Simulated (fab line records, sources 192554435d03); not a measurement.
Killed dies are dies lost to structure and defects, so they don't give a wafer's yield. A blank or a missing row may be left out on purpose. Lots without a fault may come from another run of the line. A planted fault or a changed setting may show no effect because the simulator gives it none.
Chamber matching | flow n5_finfet | N5_ILD0_CMP_07 on cmp-02: 4 sister chambers
The step polishes SiO2 flowable, stops on poly-Si, t overpolish 1.18 s, target thk 138.88 nm. 27 wafers are shown with their chamber, then 12 later ones without.

WAFERS WITH THEIR CHAMBER
wafer  | chamber | motor_current_A (A) | head_pressure_psi (psi) | platen_rpm (rpm)
L075.2 | 2       | 13.6                | 4.138                   | 51.86
L075.3 | 1       | 11.5                | 4.158                   | 51.76
L075.4 | 3       | 10.7                | 4.148                   | 51.81
L081.2 | 1       | 11.4                | 4.143                   | 51.75
L081.3 | 3       | 10.9                | 4.161                   | 51.85
L081.5 | 2       | 14.3                | 4.136                   | 51.74
L082.1 | 1       | 10.7                | 4.153                   | 51.78
L082.4 | 2       | 13.7                | 4.121                   | 51.78
L082.6 | 1       | 11.2                | 4.156                   | 51.78
L084.1 | 3       | 11.2                | 4.145                   | 51.80
L084.2 | 2       | 13.8                | 4.141                   | 51.79
L084.4 | 0       | 12.0                | 4.161                   | 51.74
L086.1 | 1       | 11.4                | 4.150                   | 51.83
L086.3 | 3       | 11.6                | 4.137                   | 51.83
L086.4 | 0       | 11.4                | 4.138                   | 51.85
L088.3 | 2       | 14.0                | 4.140                   | 51.80
L088.5 | 1       | 11.6                | 4.148                   | 51.79
L088.6 | 2       | 13.9                | 4.134                   | 51.70
L089.4 | 3       | 11.5                | 4.142                   | 51.81
L089.5 | 2       | 14.3                | 4.130                   | 51.82
L089.6 | 3       | 10.6                | 4.157                   | 51.80
L090.3 | 0       | 12.2                | 4.150                   | 51.89
L090.5 | 2       | 13.2                | 4.142                   | 51.89
L090.6 | 3       | 11.1                | 4.151                   | 51.83
L091.1 | 2       | 14.2                | 4.140                   | 51.82
L091.4 | 1       | 11.3                | 4.157                   | 51.83
L091.5 | 0       | 12.1                | 4.154                   | 51.73

SIGNATURES (means of the wafers above)
reading           | chamber 0 | chamber 1 | chamber 2 | chamber 3 | scatter within a chamber
motor_current_A   | 11.925    | 11.300    | 13.889    | 11.086    | 0.35
head_pressure_psi | 4.15075   | 4.15214   | 4.13578   | 4.14871   | 0.00734
platen_rpm        | 51.8025   | 51.7886   | 51.8000   | 51.8186   | 0.0483
Rule: a wafer's distance from a chamber is the root of the sum, over the readings, of the square of ((its reading less the chamber's mean) divided by the reading's scatter). The wafer belongs to the nearest chamber; if the next one is less than 2 further off, it can't be placed. The scatter: the root of (the sum of the squares of (reading less its chamber's mean) over the shown wafers, divided by (wafers less chambers)).

WAFERS WITHOUT THEIR CHAMBER
wafer  | motor_current_A (A) | head_pressure_psi (psi) | platen_rpm (rpm)
L092.1 | 11.6                | 4.158                   | 51.81
L092.3 | 10.9                | 4.148                   | 51.74
L092.6 | 11.5                | 4.146                   | 51.75
L094.1 | 13.4                | 4.138                   | 51.76
L094.2 | 11.6                | 4.161                   | 51.84
L094.6 | 11.2                | 4.146                   | 51.78
L095.1 | 11.0                | 4.142                   | 51.77
L095.5 | 12.2                | 4.155                   | 51.85
L095.6 | 11.4                | 4.160                   | 51.78
L096.1 | 11.8                | 4.162                   | 51.85
L096.2 | 13.7                | 4.137                   | 51.82
L096.6 | 10.7                | 4.161                   | 51.82

WHICH CHAMBER EACH WENT THROUGH
wafer  | from the rows above          | in truth
L092.1 | can't be placed: 1 or 0 or 3 | 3
L092.3 | can't be placed: 1 or 3 or 0 | 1
L092.6 | can't be placed: 1 or 0 or 3 | 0
L094.1 | 2                            | 2
L094.2 | can't be placed: 1 or 0 or 3 | 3
L094.6 | can't be placed: 1 or 3 or 0 | 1
L095.1 | can't be placed: 3 or 1 or 0 | 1
L095.5 | can't be placed: 0 or 1 or 3 | 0
L095.6 | can't be placed: 1 or 3 or 0 | 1
L096.1 | can't be placed: 0 or 1 or 3 | 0
L096.2 | 2                            | 2
L096.6 | can't be placed: 3 or 1 or 0 | 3
Placed correctly: 2 of 12. Can't be placed from these rows: 10 (the true chamber is among the candidates in 10). Placed wrongly: 0.
